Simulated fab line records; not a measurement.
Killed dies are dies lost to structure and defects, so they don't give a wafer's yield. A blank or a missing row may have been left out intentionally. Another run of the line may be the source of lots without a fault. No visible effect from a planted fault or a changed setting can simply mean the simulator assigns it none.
Which tool was responsible? / flow n5_finfet / 33 wafers from 11 lots sampled at 3 of the route's 1938 steps

WHAT THE GAUGES READ, wafer by wafer
N5_FIN_SAQP_CD_MEAS_37: target cd 8 nm.
lot=L075; measured=day 2 09:08; on=cd_sem-01; cd_nm (nm)=7.74 7.97 8.62
lot=L078; measured=day 3 04:43; on=cd_sem-01; cd_nm (nm)=8.05 8.04 8.16
lot=L080; measured=day 3 14:10; on=cd_sem-01; cd_nm (nm)=8.08 8.06 7.73
lot=L082; measured=day 4 02:15; on=cd_sem-02; cd_nm (nm)=8.20 7.92 8.40
lot=L084; measured=day 4 14:01; on=cd_sem-01; cd_nm (nm)=8.36 8.26 8.32
lot=L086; measured=day 5 05:55; on=cd_sem-02; cd_nm (nm)=8.32 7.75 7.65
lot=L088; measured=day 5 14:11; on=cd_sem-03; cd_nm (nm)=8.15 8.45 8.39
lot=L090; measured=day 6 08:00; on=cd_sem-03; cd_nm (nm)=8.36 8.06 8.03
lot=L092; measured=day 6 14:08; on=cd_sem-02; cd_nm (nm)=8.27 8.41 8.42
lot=L094; measured=day 7 18:06; on=cd_sem-02; cd_nm (nm)=7.82 8.38 8.35
lot=L096; measured=day 7 19:59; on=cd_sem-02; cd_nm (nm)=7.85 8.27 8.25

TOOL THAT RAN EACH LOT (tool first, then ch and the chambers of the sampled wafers, then the start)
lot=L075; N5_FIN_SAQP_HM_DEP_72=pecvd-03 ch 0,1,2, day 2 03:41; N5_FIN_SAQP_STRIP_70=rie_diel-04 ch 1,2, day 2 07:50
lot=L078; N5_FIN_SAQP_HM_DEP_72=pecvd-03 ch 1,2, day 3 00:05; N5_FIN_SAQP_STRIP_70=rie_diel-04 ch 0,1,3, day 3 03:32
lot=L080; N5_FIN_SAQP_HM_DEP_72=pecvd-02 ch 0,1,2, day 3 09:35; N5_FIN_SAQP_STRIP_70=rie_diel-05 ch 0,1,2, day 3 12:59
lot=L082; N5_FIN_SAQP_HM_DEP_72=pecvd-03 ch 1,2, day 3 21:19; N5_FIN_SAQP_STRIP_70=rie_diel-04 ch 0,2,3, day 4 00:47
lot=L084; N5_FIN_SAQP_HM_DEP_72=pecvd-02 ch 0,1, day 4 09:26; N5_FIN_SAQP_STRIP_70=rie_diel-02 ch 0,1,3, day 4 12:49
lot=L086; N5_FIN_SAQP_HM_DEP_72=pecvd-02 ch 0,1, day 5 00:01; N5_FIN_SAQP_STRIP_70=rie_diel-02 ch 1,3, day 5 04:43
lot=L088; N5_FIN_SAQP_HM_DEP_72=pecvd-03 ch 0,1, day 5 09:15; N5_FIN_SAQP_STRIP_70=rie_diel-04 ch 2,3, day 5 12:56
lot=L090; N5_FIN_SAQP_HM_DEP_72=pecvd-02 ch 0,1, day 6 00:09; N5_FIN_SAQP_STRIP_70=rie_diel-02 ch 0,3, day 6 06:49
lot=L092; N5_FIN_SAQP_HM_DEP_72=pecvd-01 ch 0,2, day 6 09:12; N5_FIN_SAQP_STRIP_70=rie_diel-02 ch 1,2,3, day 6 12:57
lot=L094; N5_FIN_SAQP_HM_DEP_72=pecvd-02 ch 0,1, day 7 11:50; N5_FIN_SAQP_STRIP_70=rie_diel-04 ch 0,2, day 7 15:55
lot=L096; N5_FIN_SAQP_HM_DEP_72=pecvd-03 ch 0,1,2, day 7 13:35; N5_FIN_SAQP_STRIP_70=rie_diel-02 ch 1,2,3, day 7 18:17
- N5_FIN_SAQP_HM_DEP_72: deposits SiO2 from SiH4/N2O, target thk 12 nm, time 7.2 s.
- N5_FIN_SAQP_STRIP_70: strips in N2/H2.

THE ANSWER, worked out from the rows above alone
Rule: usual is defined by the lots themselves. The widest of any qualifying gaps counts: lots, ordered by their means at a reading, are off when they make up no more than a third of the lots, leave a main group of 4 or more, and stand apart from it by 3 or more times the standard deviation of that group's means. Not used: any main group whose means are identical at the precision the tables above print for the reading. Also off: a lot with no number at a reading for which 4 or more lots have one. Where the step has rows for the other lots, those lots are counted as sound.
Across all readings shown, no lot is off: no conclusion can be drawn from this.

WHAT THE SIMULATOR HAD INSERTED
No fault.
